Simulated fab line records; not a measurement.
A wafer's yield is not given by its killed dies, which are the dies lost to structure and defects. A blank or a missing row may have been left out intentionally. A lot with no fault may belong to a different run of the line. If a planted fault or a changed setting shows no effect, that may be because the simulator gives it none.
fab line records	flow nand-harc
[record] lots = 6	wafers = 18	last-day = 34
route steps=1302 shown A_CHANNEL_FILL_D1@492 A_DECK1_JOINT@518 END@1301
lots that met no fault: taken from a fault-free run of the same line
start-h: start of the lot's first displayed wafer, in hours after the record's first day	wait-h: how many hours have passed since the lot's step before this one	" repeats the value in the row above	L1.1+2: a single row standing in for several wafers	- no value present, or no start provided	* or withheld: withheld	< > ~ a bound
route shown NAME@n: names a module that has steps shown in the file, with the first one's number in the route	usual: mean/standard deviation taken from wafers without a fault	same: alike in all rows	chamber/n: place in a boat	sites: readings site by site	_std_site: standard deviation of those values	_edge_site: inner sites' mean taken away from outer sites' mean	radius-mm: how far each site lies from the wafer's centre	mask NAME#n: copy n	behind: the tool/chamber that last shaped the wafer	hold: what put the lot on hold/how long, in hours/how the hold closed	device: which transistor (n, p or np) failed to switch	end of line: tests of these same wafers at the route's end	a step given without rows: its recipe and nothing more	killed: the dies lost at the first sort to structure and to defects; this is not the yield of the wafer	map: per-die view of a wafer (x killed, . not killed, _ where there is no die)
set.NAME: the setting that was run; set.NAME@STEP: the one run at that earlier step	model.NAME: the simulator's own value behind a step, which no gauge read
certain route steps with their lots: each step a table, each wafer a row
services: a tool's chamber out of use, with start hour (start-h, from the record's first day; less than 0 if before it), hours out, and reason
[[steps]]
[step NHARC_A_CHANNEL_FILL_D1_ALD_02]
[recipe] target-thk-a = 60	pulse-time-s = 10	ald-cycles = 60	temp-c = 300	material = SiO2
[usual] heater-power-w = 476/52	precursor-pulse-height-rel = 1.001/0.02
lot.wafer	tool	chamber	start-h	wait-h	heater-power-w	precursor-pulse-height-rel
L159.1	ald-hk-01	2	205.46	-	525	1.048
L159.3	"	0	"	"	498	1.020
L159.4	"	1	"	"	539	1.033
L161.1	ald-hk-04	0	216.09	-	484	0.973
L161.4	"	1	"	"	523	1.009
L161.3	"	2	"	"	432	0.979
L163.2	ald-hk-01	0	240.34	-	511	1.005
L163.4	"	2	"	"	529	0.982
L163.6	"	0	"	"	521	0.991
L171.4	ald-hk-01	0	325.02	-	515	1.024
L171.5	"	0	"	"	504	0.985
L171.6	"	1	"	"	553	0.966
L172.4	ald-hk-01	2	339.53	-	513	0.986
L172.6	"	0	"	"	517	1.005
L172.5	"	1	"	"	570	0.993
L180.4	ald-hk-01	2	448.73	-	522	0.983
L180.1	"	3	"	"	440	1.007
L180.5	"	2	"	"	518	1.026
[step NHARC_A_CHANNEL_FILL_D1_ALD_03]
[recipe] target-thk-a = 60	pulse-time-s = 60	ald-cycles = 58	temp-c = 630	pressure-torr = 2	material = SiNx
[step NHARC_A_CHANNEL_FILL_D1_ALD_14]
[recipe] target-thk-a = 25	pulse-time-s = 10	ald-cycles = 25	temp-c = 300	material = SiO2
[step NHARC_A_CHANNEL_FILL_D1_ALD_15]
[recipe] target-thk-a = 20	pulse-time-s = 60	ald-cycles = 19	temp-c = 630	pressure-torr = 2	material = SiNx
[step NHARC_A_CHANNEL_FILL_D1_ALD_16]
[recipe] target-thk-a = 15	pulse-time-s = 10	ald-cycles = 15	temp-c = 300	material = SiO2
[step NHARC_A_CHANNEL_FILL_D1_ANNEAL_17]
[recipe] temp-c = 850	time-s = 1800
[step NHARC_A_CHANNEL_FILL_D1_CVD_18]
[recipe] target-thk-a = 30	temp-c = 550	material = poly-Si
[step NHARC_A_CHANNEL_FILL_D1_ETCHBACK_19]
[recipe] target-depth-a = 50	time-s = 1.7	hbr-flow-sccm = 150	cl2-flow-sccm = 50	rf-w = 400	icp-w = 400	bias-w = 100	chemistry = HBr/Cl2
[step NHARC_A_CHANNEL_FILL_D1_ETCHBACK_20]
[recipe] target-depth-a = 270	time-s = 13.5	c4f8-flow-sccm = withheld	o2-flow-sccm = 8	ar-flow-sccm = withheld	rf-w = 600	bias-w = 1500	chemistry = C4F8/O2/Ar
[usual] bias-w = 1500/4.3	oes-product-au = 0.98/0.033	rf-vpp-V = 977/5.1
lot.wafer	tool	chamber	start-h	wait-h	bias-w	oes-product-au	rf-hours-counter-h	rf-vpp-V
L159.3	rie-diel-05	0	228.65	-	1497	1.01	8	985
L159.1	"	2	"	"	1494	0.99	8	972
L159.4	"	3	"	"	1504	1.00	8	977
L161.3	rie-diel-05	0	240.48	-	1500	1.00	0	987
L161.1	"	1	"	"	1498	1.00	0	972
L161.4	"	2	"	"	1492	1.01	0	973
L163.2	rie-diel-01	0	264.92	-	1499	0.96	3	981
L163.4	"	1	"	"	1499	0.95	3	973
L163.6	"	0	"	"	1507	0.96	-	978
L171.4	rie-diel-13	3	351.41	-	1495	1.02	0	969
L171.6	"	2	"	"	1510	0.99	-	978
L171.5	"	3	"	"	1508	1.01	-	969
L172.4	rie-diel-01	3	366.60	-	1499	0.99	-	978
L172.5	"	0	"	"	1505	0.98	-	981
L172.6	"	2	"	"	1501	0.97	-	985
L180.4	rie-diel-05	1	469.98	-	1500	0.94	2	971
L180.1	"	2	"	"	1498	0.96	3	973
L180.5	"	0	"	"	1494	0.95	-	985
[step NHARC_A_CHANNEL_FILL_D1_STRIP_28]
[recipe] time-s = 20	o2-flow-sccm = 500	ar-flow-sccm = 0	bias-w = 0	chemistry = O2
[step NHARC_A_CHANNEL_FILL_D1_PRECLEAN_21]
[recipe] time-s = 30	chemistry = dHF
[step NHARC_A_CHANNEL_FILL_D1_SRD_23]
[step NHARC_A_CHANNEL_FILL_D1_CVD_05]
[recipe] target-thk-a = 50	temp-c = 550	material = poly-Si
lot.wafer	tool	chamber	start-h	wait-h
L159.1+3+4	lpcvd-poly-04	0	231.21	2.3
L161.1+3+4	lpcvd-poly-04	0	243.39	2.7
L163.2+4+6	lpcvd-poly-04	0	267.48	2.3
L171.4+5+6	lpcvd-poly-04	0	353.96	2.3
L172.4+5+6	lpcvd-poly-03	0	369.26	2.4
L180.1+4+5	lpcvd-poly-04	0	472.52	2.3
[step NHARC_A_CHANNEL_FILL_D1_ANNEAL_22]
[recipe] temp-c = 620	time-s = 7200
[step NHARC_A_CHANNEL_FILL_D1_THK_MEAS_06]
[recipe] thk-meas-gauge = ellipsometry
[usual] thk-nm = 5.1/0.89
lot.wafer	tool	chamber	start-h	wait-h	thk-nm
L159.1	film-metro-01	-	240.37	0.4	5.3
L159.3	"	-	"	"	4.9
L159.4	"	-	"	"	4.0
L161.1	film-metro-01	-	252.95	0.4	6.4
L161.3	"	-	"	"	7.3
L161.4	"	-	"	"	6.9
L163.2	film-metro-02	-	276.76	0.4	7.5
L163.4	"	-	"	"	6.7
L163.6	"	-	"	"	7.5
L171.4	film-metro-02	-	363.17	0.4	6.0
L171.5	"	-	"	"	4.3
L171.6	"	-	"	"	5.1
L172.4	film-metro-01	-	378.43	0.4	4.7
L172.5	"	-	"	"	5.3
L172.6	"	-	"	"	4.1
L180.1	film-metro-02	-	481.82	0.4	4.6
L180.4	"	-	"	"	7.1
L180.5	"	-	"	"	6.0
[step NHARC_A_CHANNEL_FILL_D1_ALD_25]
[recipe] target-thk-a = 600	pulse-time-s = 10	ald-cycles = 600	temp-c = 300	material = SiOx
[step NHARC_A_CHANNEL_FILL_D1_ETCHBACK_08]
[recipe] target-depth-a = 2200	time-s = 110	c4f8-flow-sccm = 20	ar-flow-sccm = withheld	rf-w = 600	bias-w = 300	chemistry = C4F8
[step NHARC_A_CHANNEL_FILL_D1_STRIP_29]
[recipe] time-s = 20	o2-flow-sccm = 500	ar-flow-sccm = 0	bias-w = 0	chemistry = O2
[step NHARC_A_CHANNEL_FILL_D1_PRECLEAN_30]
[recipe] time-s = 30	chemistry = dHF
[step NHARC_A_CHANNEL_FILL_D1_SRD_31]
[step NHARC_A_CHANNEL_FILL_D1_CVD_09]
[recipe] target-thk-a = 1500	temp-c = 620	pressure-mtorr = 200	time-s = 3000	material = poly-Si
[step NHARC_A_CHANNEL_FILL_D1_CMP_10]
[recipe] target-thk-nm = 150
[usual] motor-current-A = 11.8/1.1	time-to-endpoint-s = 14.9/1.9
lot.wafer	tool	chamber	start-h	wait-h	motor-current-A	time-to-endpoint-s
L159.1	cmp-04	1	251.80	0.4	12.8	14.1
L159.3	"	2	"	"	12.0	11.6
L159.4	"	3	"	"	11.7	10.1
L161.1	cmp-04	3	264.37	0.4	12.3	15.4
L161.3	"	1	"	"	11.9	16.3
L161.4	"	2	"	"	12.0	14.7
L163.2	cmp-02	3	288.16	0.4	10.4	16.8
L163.4	"	1	"	"	12.0	17.2
L163.6	"	3	"	"	10.2	16.6
L171.4	cmp-02	1	374.60	0.4	11.4	15.5
L171.6	"	2	"	"	10.0	15.9
L171.5	"	3	"	"	10.8	10.9
L172.4	cmp-03	0	390.53	0.4	12.4	17.1
L172.5	"	2	"	"	13.5	13.7
L172.6	"	3	"	"	11.0	17.3
L180.4	cmp-02	1	495.24	0.4	12.0	12.9
L180.1	"	3	"	"	11.1	11.5
L180.5	"	2	"	"	10.4	15.2
[step NHARC_A_CHANNEL_FILL_D1_SRD_12]
[step NHARC_A_CHANNEL_FILL_D1_INSPECT_13]
[usual] raw-defect-count = 343/140
lot.wafer	tool	chamber	start-h	wait-h	raw-defect-count
L159.1	defect-inspect-02	-	252.19	0.0	150
L159.3	"	-	"	"	409
L159.4	"	-	"	"	285
L161.1	defect-inspect-01	-	264.79	0.0	324
L161.3	"	-	"	"	202
L161.4	"	-	"	"	340
L163.2	defect-inspect-01	-	288.57	0.0	316
L163.4	"	-	"	"	346
L163.6	"	-	"	"	255
L171.4	defect-inspect-02	-	374.95	0.0	325
L171.5	"	-	"	"	275
L171.6	"	-	"	"	185
L172.4	defect-inspect-01	-	390.97	0.0	203
L172.5	"	-	"	"	228
L172.6	"	-	"	"	221
L180.1	defect-inspect-01	-	495.65	0.0	358
L180.4	"	-	"	"	190
L180.5	"	-	"	"	235
[step NHARC_A_DECK1_JOINT_ETCHBACK_07]
[recipe] target-depth-a = 1050	time-s = 26.9	hbr-flow-sccm = 150	rf-w = 350	icp-w = 350	bias-w = 60	chemistry = HBr
[usual] bias-w = 60.00/0.17	drypump-motor-current-A = 5.9/0.55	oes-product-au = 1.001/0.0074	throttle-valve-pct = 23.265/0.009
lot.wafer	tool	chamber	start-h	wait-h	bias-w	drypump-motor-current-A	oes-product-au	rf-hours-counter-h	throttle-valve-pct
L159.3	rie-si-05	0	252.25	0.1	59.84	6.0	0.995	0.7	23.279
L159.4	"	1	"	"	60.20	5.3	1.002	0.8	23.276
L159.1	"	3	"	"	59.89	6.7	1.001	0.6	23.266
L161.3	rie-si-06	3	264.85	0.1	59.92	5.9	1.011	0.0	23.263
L161.1	"	0	"	"	60.26	6.2	1.009	0	23.270
L161.4	"	2	"	"	60.02	5.9	1.011	0.0	23.268
L163.4	rie-si-05	3	288.63	0.1	59.90	6.6	1.002	0.8	23.269
L163.2	"	1	"	"	60.14	5.4	0.998	1.1	23.267
L163.6	"	0	"	"	60.29	6.0	0.995	-	23.251
L171.4	rie-si-05	0	375.03	0.1	60.02	6.0	0.999	0.4	23.242
L171.6	"	2	"	"	60.53	6.1	1.004	-	23.266
L171.5	"	3	"	"	60.10	6.7	0.988	-	23.251
L172.4	rie-si-06	0	391.06	0.1	60.05	6.3	1.008	0.8	23.270
L172.5	"	1	"	"	60.14	5.4	0.994	-	23.264
L172.6	"	2	"	"	59.58	5.9	1.008	-	23.253
L180.4	rie-si-04	2	495.72	0.1	60.10	6.3	1.004	1.0	23.266
L180.1	"	0	"	"	59.81	4.7	0.999	1.0	23.265
L180.5	"	2	"	"	60.01	6.4	0.993	-	23.257
[step NHARC_A_DECK1_JOINT_ETCH_25]
[recipe] target-depth-a = 5	chemistry = dHF	material = SiO2
[step NHARC_A_DECK1_JOINT_ETCH_19]
[recipe] temp-c = 25	target-depth-a = 30	chemistry = TMAH	material = poly-Si
[step NHARC_A_DECK1_JOINT_ETCH_18]
[recipe] target-depth-a = 30	chemistry = dHF	material = SiO2
[step NHARC_A_DECK1_JOINT_WET_08]
[recipe] temp-c = 160	time-s = 86	chemistry = H3PO4
[step NHARC_A_DECK1_JOINT_ETCH_09]
[recipe] target-depth-a = 50	chemistry = dHF	material = SiO2
[step NHARC_A_DECK1_JOINT_WET_10]
[recipe] temp-c = 160	time-s = 86	chemistry = H3PO4
[step NHARC_A_DECK1_JOINT_ETCH_11]
[recipe] target-depth-a = 350	chemistry = dHF	material = SiO2
[step NHARC_A_DECK1_JOINT_CVD_12]
[recipe] target-thk-a = 900	temp-c = 620	pressure-mtorr = 200	time-s = 1800	material = poly-Si
[step NHARC_A_DECK1_JOINT_CMP_13]
[recipe] target-thk-nm = 51.023
[usual] motor-current-A = 11.9/1	time-to-endpoint-s = 8.7/1.7
lot.wafer	tool	chamber	start-h	wait-h	motor-current-A	time-to-endpoint-s
L159.4	cmp-01	0	262.37	0.4	13.8	10.2
L159.1	"	2	"	"	11.2	7.7
L159.3	"	3	"	"	12.4	8.7
L161.1	cmp-01	1	275.19	0.4	11.1	10.0
L161.4	"	2	"	"	10.3	8.0
L161.3	"	0	"	"	13.5	9.2
L163.2	cmp-04	1	299.05	0.4	12.8	7.3
L163.4	"	2	"	"	12.6	7.1
L163.6	"	0	"	"	10.6	9.8
L171.4	cmp-04	2	385.34	0.4	11.7	8.4
L171.6	"	2	"	"	11.6	9.0
L171.5	"	3	"	"	11.8	9.2
L172.4	cmp-01	0	401.25	0.4	12.9	11.3
L172.5	"	3	"	"	12.4	10.9
L172.6	"	0	"	"	12.8	9.4
L180.4	cmp-02	3	505.85	0.4	10.1	8.1
L180.1	"	0	"	"	14.6	5.9
L180.5	"	3	"	"	10.8	7.1
[step NHARC_A_DECK1_JOINT_THK_MEAS_14]
[recipe] thk-meas-gauge = ellipsometry
[usual] thk-nm = 51.0/1.4
lot.wafer	tool	chamber	start-h	wait-h	thk-nm
L159.1	film-metro-02	-	262.63	0.2	50.3
L159.3	"	-	"	"	50.3
L159.4	"	-	"	"	49.5
L161.1	film-metro-02	-	275.44	0.2	51.9
L161.3	"	-	"	"	52.8
L161.4	"	-	"	"	51.2
L163.2	film-metro-02	-	299.28	0.2	49.0
L163.4	"	-	"	"	48.4
L163.6	"	-	"	"	52.4
L171.4	film-metro-01	-	385.59	0.2	51.2
L171.5	"	-	"	"	49.5
L171.6	"	-	"	"	50.4
L172.4	film-metro-02	-	401.48	0.2	49.3
L172.5	"	-	"	"	50.6
L172.6	"	-	"	"	48.8
L180.1	film-metro-02	-	506.08	0.2	54.5
L180.4	"	-	"	"	52.6
L180.5	"	-	"	"	52.8
[step NHARC_A_DECK1_JOINT_SRD_04]
[step NHARC_A_DECK1_JOINT_ETCHBACK_00]
[recipe] target-depth-a = 300	time-s = 17.4	hbr-flow-sccm = 150	rf-w = 350	icp-w = 350	bias-w = 60	chemistry = HBr
[step NHARC_A_DECK1_JOINT_PRECLEAN_30]
[recipe] time-s = *	temp-c = 50	bath-age-min = 0	chemistry = SC1
[step NHARC_A_DECK1_JOINT_SRD_31]
[step NHARC_A_DECK1_JOINT_CVD_34]
[recipe] target-thk-a = 200	temp-c = 700	pressure-mtorr = 300	material = SiNx
[step NHARC_END_WLT_00]
[usual] VT_DECK1_BOTTOM = 0.870/0.0077	VT_DECK1_BOTTOM_INNER = 0.870/0.0079	VT_DECK1_MEDIAN_NEAR_BOTTOM = 0.872/0.0072	VT_DECK1_MEDIAN_NEAR_BOTTOM_INNER = 0.871/0.008	VT_DECK1_MIDDLE = 0.883/0.0078	VT_DECK1_MIDDLE_INNER = 0.883/0.0075	VT_DECK1_TOP = 0.894/0.0084	VT_DECK1_TOP_INNER = 0.895/0.0085	VT_DECK2_BOTTOM = 0.874/0.0069	VT_DECK2_BOTTOM_INNER = 0.874/0.0073	VT_DECK2_MEDIAN_NEAR_BOTTOM = 0.874/0.0068	VT_DECK2_MEDIAN_NEAR_BOTTOM_INNER = 0.875/0.0068	VT_DECK2_MIDDLE = 0.887/0.0065	VT_DECK2_MIDDLE_INNER = 0.886/0.0069	VT_DECK2_TOP = 0.898/0.0071	VT_DECK2_TOP_INNER = 0.898/0.0073
lot.wafer	tool	chamber	start-h	wait-h	VT_DECK1_BOTTOM	VT_DECK1_BOTTOM_INNER	VT_DECK1_MEDIAN_NEAR_BOTTOM	VT_DECK1_MEDIAN_NEAR_BOTTOM_INNER	VT_DECK1_MIDDLE	VT_DECK1_MIDDLE_INNER	VT_DECK1_TOP	VT_DECK1_TOP_INNER	VT_DECK2_BOTTOM	VT_DECK2_BOTTOM_INNER	VT_DECK2_MEDIAN_NEAR_BOTTOM	VT_DECK2_MEDIAN_NEAR_BOTTOM_INNER	VT_DECK2_MIDDLE	VT_DECK2_MIDDLE_INNER	VT_DECK2_TOP	VT_DECK2_TOP_INNER
L159.1	prober-02	-	563.00	0.1	0.873	0.870	0.874	0.869	0.887	0.883	0.896	0.898	0.881	0.870	0.865	0.876	0.894	0.887	0.908	0.901
L159.3	"	-	564.00	1.1	0.870	0.880	0.872	0.867	0.886	0.882	0.892	0.901	0.865	0.877	0.874	0.881	0.898	0.886	0.905	0.901
L159.4	"	-	"	"	0.872	0.869	0.874	0.872	0.885	0.884	0.900	0.900	0.881	0.873	0.882	0.872	0.894	0.893	0.906	0.899
L161.1	prober-02	-	578.88	0.1	0.947	0.940	0.947	0.947	0.959	0.966	0.980	0.981	0.873	0.872	0.873	0.868	0.875	0.880	0.892	0.891
L161.3	"	-	579.88	1.1	0.940	0.945	0.952	0.949	0.964	0.968	0.982	0.978	0.864	0.859	0.865	0.861	0.882	0.883	0.890	0.887
L161.4	"	-	"	"	0.944	0.944	0.949	0.954	0.957	0.969	0.977	0.984	0.871	0.864	0.873	0.868	0.879	0.888	0.893	0.895
L163.2	prober-01	-	593.28	1.2	0.948	0.953	0.953	0.961	0.979	0.971	0.993	0.987	0.878	0.873	0.876	0.882	0.895	0.899	0.909	0.908
L163.4	"	-	594.29	2.2	0.953	0.954	0.957	0.958	0.977	0.980	0.992	0.991	0.878	0.877	0.887	0.886	0.889	0.891	0.907	0.904
L163.6	"	-	595.30	3.2	0.951	0.953	0.952	0.961	0.964	0.967	0.993	0.993	0.877	0.875	0.884	0.881	0.886	0.895	0.905	0.902
L171.4	prober-02	-	706.54	1.6	0.867	0.864	0.878	0.875	0.882	0.884	0.892	0.892	0.884	0.873	0.885	0.879	0.892	0.890	0.897	0.903
L171.5	"	-	"	"	0.872	0.863	0.868	0.875	0.879	0.880	0.896	0.894	0.879	0.878	0.877	0.880	0.890	0.895	0.900	0.899
L171.6	"	-	"	"	0.859	0.870	0.864	0.872	0.885	0.873	0.886	0.895	0.876	0.881	0.879	0.876	0.883	0.893	0.896	0.901
L172.4	prober-01	-	721.97	1.5	0.847	0.850	0.861	0.856	0.868	0.866	0.874	0.870	0.877	0.878	0.877	0.882	0.896	0.892	0.899	0.898
L172.5	"	-	"	"	0.860	0.850	0.852	0.855	0.876	0.865	0.869	0.880	0.875	0.877	0.879	0.885	0.894	0.887	0.909	0.906
L172.6	"	-	"	"	0.855	0.851	0.857	0.851	0.863	0.868	0.882	0.876	0.881	0.869	0.883	0.886	0.884	0.895	0.902	0.908
L180.1	prober-01	-	819.99	0.0	0.871	0.876	0.876	0.879	0.885	0.890	0.907	0.906	0.881	0.884	0.878	0.885	0.898	0.897	0.904	0.903
L180.4	"	-	821.51	1.6	0.874	0.875	0.872	0.874	0.890	0.882	0.904	0.902	0.871	0.873	0.876	0.882	0.896	0.894	0.896	0.898
L180.5	"	-	"	"	0.878	0.882	0.874	0.871	0.883	0.886	0.892	0.898	0.873	0.877	0.875	0.880	0.892	0.888	0.904	0.902
[step NHARC_END_SORT_01]
[recipe] temp-c = 25
[usual] killed-at-array = 58/15	killed-at-other = 0.8/1.2	killed-at-periphery = 3.5/2.5	killed-dies = 62/15	killed-open = 3.2/1.7	killed-short = 2.4/1.5
[same] gross-dies = 677
lot.wafer	tool	chamber	start-h	wait-h	killed-at-array	killed-at-other	killed-at-periphery	killed-dies	killed-open	killed-short
L163.2	prober-01	0	596.62	2.8	57	1	0	58	3	6
L163.4	prober-01	0	598.25	3.5	52	0	3	55	2	4
L163.6	prober-01	0	599.88	4.1	52	0	3	55	3	3
// killed by level:class
L163.2 A_CHANNEL_HOLE_D1:chamber-film-flake=32 A_CHANNEL_HOLE_D2:chamber-film-flake=11 A_CHANNEL_FILL_D2:geometric-particle:short=2 A_CONTACT:chamber-film-flake=2 A_ONON_D1:geometric-particle:short=1 A_CHANNEL_FILL_D1:geometric-particle:short=1 A_CHANNEL_FILL_D1:geometric-particle:open=1 A_DECK1_JOINT:geometric-particle:short=1
L163.4 A_CHANNEL_HOLE_D1:chamber-film-flake=31 A_CHANNEL_HOLE_D2:chamber-film-flake=10 A_STAIRCASE:chamber-film-flake=2 A_SLIT:chamber-film-flake=2 P_GATE:geometric-particle:short=1 P_BONDPAD:geometric-particle:open=1 A_ONON_D1:geometric-particle:short=1 A_CHANNEL_FILL_D1:geometric-particle:short=1
L163.6 A_CHANNEL_HOLE_D1:chamber-film-flake=34 A_CHANNEL_HOLE_D2:chamber-film-flake=6 A_CHANNEL_FILL_D1:geometric-particle:short=3 A_BLC:geometric-particle:open=2 P_ZERO_WELL:chamber-film-flake=2 A_CONTACT:chamber-film-flake=2 A_CHANNEL_FILL_D1:geometric-particle:open=1 P_CONTACT:chamber-film-flake=1
[[services]]
tool	chamber	start-h	hours	kind
cmp-02	-	187.21	0.4	repair
cmp-01	-	187.55	4.0	pm
cmp-04	-	191.31	2.4	repair
cmp-04	-	209.00	4.0	pm
rie-diel-05	-	229.60	9.0	pm
cmp-02	-	245.89	4.0	pm
cmp-02	-	275.55	2.2	repair
ald-hk-01	-	275.73	1.0	repair
rie-diel-05	-	277.82	2.1	repair
rie-diel-05	1	282.15	7.4	repair
cmp-01	-	285.55	4.0	pm
cmp-04	-	302.78	13.3	repair
cmp-02	-	310.13	2.6	repair
cmp-04	-	316.11	4.0	pm
cmp-02	-	343.89	4.0	pm
cmp-04	-	363.76	0.6	repair
cmp-02	-	398.22	1.2	repair
cmp-04	-	414.11	4.0	pm
cmp-04	-	420.61	3.7	repair
cmp-02	-	441.89	4.0	pm
cmp-02	-	458.00	5.0	repair
ald-hk-01	-	474.09	10.0	pm
cmp-04	-	482.93	1.0	repair
cmp-04	-	497.36	1.3	repair
[[key]]
[first-sign] step = NHARC_A_CHANNEL_FILL_D1_THK_MEAS_06	reading = thk-nm	direction = up	sigmas = 2.2	usual = 5.1	struck = 7.0
[effect] step = NHARC_END_WLT_00	reading = VT_DECK1_MIDDLE_INNER	direction = up	sigmas = 11	usual = 0.883	struck = 0.970
met-at NHARC_A_CHANNEL_FILL_D1_CVD_05
struck-wafers L161.1,L161.3,L161.4,L163.2,L163.4,L163.6
tester-left-out L161,L163
onset-between 231.21 243.39
[fault] kind = process-parameter-drift	tool = lpcvd-poly-04	chamber = -	onset-h = 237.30	steps = NHARC_A_CHANNEL_FILL_D1_CVD_05	channel = target-thk-a	offset = *	shape = step	end-h = 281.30	acts-in = *	stated = *
// tester-left-out: of these lots the tester's yield and bins aren't shown, on N5 and GAA mostly nor the transistor test; their killed dies are dies lost to structure and defects alone, not to doping, threshold or leakage, so they don't give the yield
